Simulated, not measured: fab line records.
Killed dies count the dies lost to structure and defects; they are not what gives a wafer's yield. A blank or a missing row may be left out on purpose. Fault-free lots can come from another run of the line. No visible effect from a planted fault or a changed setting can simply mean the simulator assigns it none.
Struck lot and sound lot, side by side -- flow nand harc -- 24 steps out of a route of 1302
Sound: the wafers L268.1, L268.5, L268.6. Struck: wafers L277.4, L277.5, L277.6. The cause comes at the end.
Each step with rows lists, per side, the tool, then ch with its chambers, then its first start. Under that, the readings that differ: sound wafers -- struck wafers -- difference of the means -- sigmas: that difference in standard deviations of wafers without a fault.
alike: same words and numbers on both sides, and readings whose means sit less than 2 such deviations apart. not compared: any withheld reading, any reading some wafer has no value for, any bound like >300 that may hide the same value, and any number with overlapping values for which the record gives no deviation.
A row with sigmas, a row that says differs or no value, or rows on one side alone: a step with any of these is where the two part. Numbers that don't overlap but have no deviation are shown without sigmas and don't part them. A reading that every wafer of one side lacks parts them only if that side has two wafers or more.

first, 4 steps without rows for these wafers: NHARC_P_GATE_PRECLEAN_71 (cleans in SC1); NHARC_P_GATE_SRD_72; NHARC_P_GATE_OXIDE_16 (material SiO2, target thk 3 nm, ox time 392 s); NHARC_P_GATE_CVD_17 (deposits poly-Si, target thk 150 nm, time 900 s).
NHARC_P_GATE_HM_DEP_102: deposits aC, target thk 120 nm.
  sound on acl dep-02 ch 0, day 9 16:23; struck on acl dep-01 ch 0, day 13 16:07
reading,sound,struck,difference,sigmas
susceptor temp C (C),- - -,399.72 399.60 399.54,no value on the sound wafers,
  alike: throttle valve pct
NHARC_P_GATE_DEP_103: deposits SiON, target thk 30 nm.
  sound on pecvd-04 ch 0,2, day 9 17:03; struck on pecvd-04 ch 0,1,2, day 13 17:05
  alike: heater power w, susceptor temp C
then, 6 steps without rows for these wafers: NHARC_P_GATE_DEHYDRATE_18 (time 120 s); NHARC_P_GATE_HMDS_19 (time 30 s); NHARC_P_GATE_COAT_20 (resist thk 90 nm); NHARC_P_GATE_SOFTBAKE_21 (time 55 s); NHARC_P_GATE_EBR_22; NHARC_P_GATE_EXPOSE_23 (exposes mask P GATE, target cd 120 nm).
NHARC_P_GATE_PEB_24: peb time 65 s.
  sound on litho track-01 ch 0, day 9 17:31; struck on litho track-01 ch 0, day 13 17:37
reading,sound,struck,difference,sigmas
heater power total W (W),157.1 156.8 156.3,137.9 138.8 138.0,-18.5,-43
plate temp C (C),99.92 99.75 99.73,91.44 91.45 91.38,-8.38,-56
  alike: chill plate temp C
then, 1 step without rows for these wafers: NHARC_P_GATE_DEVELOP_25 (develop time 35 s).
NHARC_P_GATE_CD_MEAS_26 targets a cd of 120 nm.
  sound on cd sem-02 ch 0, day 9 17:36; struck on cd sem-01 ch 0, day 13 17:41
reading,sound,struck,difference,sigmas
cd nm (nm),120.1 119.2 120.1,155.9 155.7 155.9,+36.0,+66
NHARC_P_GATE_OVL_MEAS_27:
  sound on overlay-02, day 9 17:41; struck on overlay-02, day 13 17:47
  alike: overlay x nm, overlay y nm
NHARC_P_GATE_INSPECT_28:
  sound on defect inspect-02, day 9 17:43; struck on defect inspect-02, day 13 17:49
  alike: raw defect count
NHARC_P_GATE_DESCUM_31: chemistry O2, time 3 s.
  sound on rie diel-13 ch 1,2, day 9 17:47; struck on rie diel-09 ch 0,1,3, day 13 17:53
reading,sound,struck,difference,sigmas
o2 flow sccm (sccm),198.8 198.3 199.9,200.4 200.0 200.6,+1.3,+2
model.P_GATE.cd nm (nm),120.7 119.9 119.5,155.8 155.7 155.6,+35.7,
  alike: drypump motor current A, oes product au, rf vpp V, showerhead plenum p Torr, throttle valve pct
  not compared: rf hours counter h
NHARC_P_GATE_ETCH_104: etches the open film in CF4/CHF3, target depth 60 nm.
  sound on rie diel-13 ch 0,1, day 9 17:52; struck on rie diel-09 ch 1,2,3, day 13 17:58
  alike: drypump motor current A, oes product au, rf vpp V, showerhead plenum p Torr, throttle valve pct
NHARC_P_GATE_HM_OPEN_105: chemistry O2/COS, target depth 360 nm.
  sound: rie diel-13 ch 2,3; struck: rie diel-09 ch 0,1,2
  alike: drypump motor current A, o2 flow sccm, oes product au, rf vpp V, showerhead plenum p Torr, throttle valve pct
  not compared: rf hours counter h
then, 1 step without rows for these wafers: NHARC_P_GATE_STRIP_106 (strips in O2/COS).
NHARC_P_GATE_ETCH_114: etches the open film in CF4/O2, target depth 30 nm, overetch 3 nm, time 16.5 s.
  sound: rie diel-13 ch 0,3; struck: rie diel-09 ch 1,2,3
  alike: drypump motor current A, o2 flow sccm, oes_o_777_au, oes product au, rf vpp V, showerhead plenum p Torr, throttle valve pct
  not compared: rf hours counter h
NHARC_P_GATE_ETCH_32: etches the open film in HBr/Cl2, target depth 150 nm, time 100.1 s.
  sound on rie si-02 ch 1,2,3, day 9 18:17; struck on rie si-02 ch 2,3, day 13 18:21
reading,sound,struck,difference,sigmas
model.P_GATE.cd nm (nm),123.1 121.6 122.2,156.7 156.6 155.8,+34.1,
  alike: drypump motor current A, oes product au, throttle valve pct
  not compared: rf hours counter h
then, 1 step without rows for these wafers: NHARC_P_GATE_STRIP_108 (strips in O2).

WHERE THEY PART
Last at NHARC_P_GATE_DESCUM_31 as far as this record goes, first at NHARC_P_GATE_HM_DEP_102. Later steps at which nothing parts them and some readings are alike: NHARC_P_GATE_ETCH_104, NHARC_P_GATE_HM_OPEN_105, NHARC_P_GATE_ETCH_114, NHARC_P_GATE_ETCH_32.

WHY: what had been put in by the simulator
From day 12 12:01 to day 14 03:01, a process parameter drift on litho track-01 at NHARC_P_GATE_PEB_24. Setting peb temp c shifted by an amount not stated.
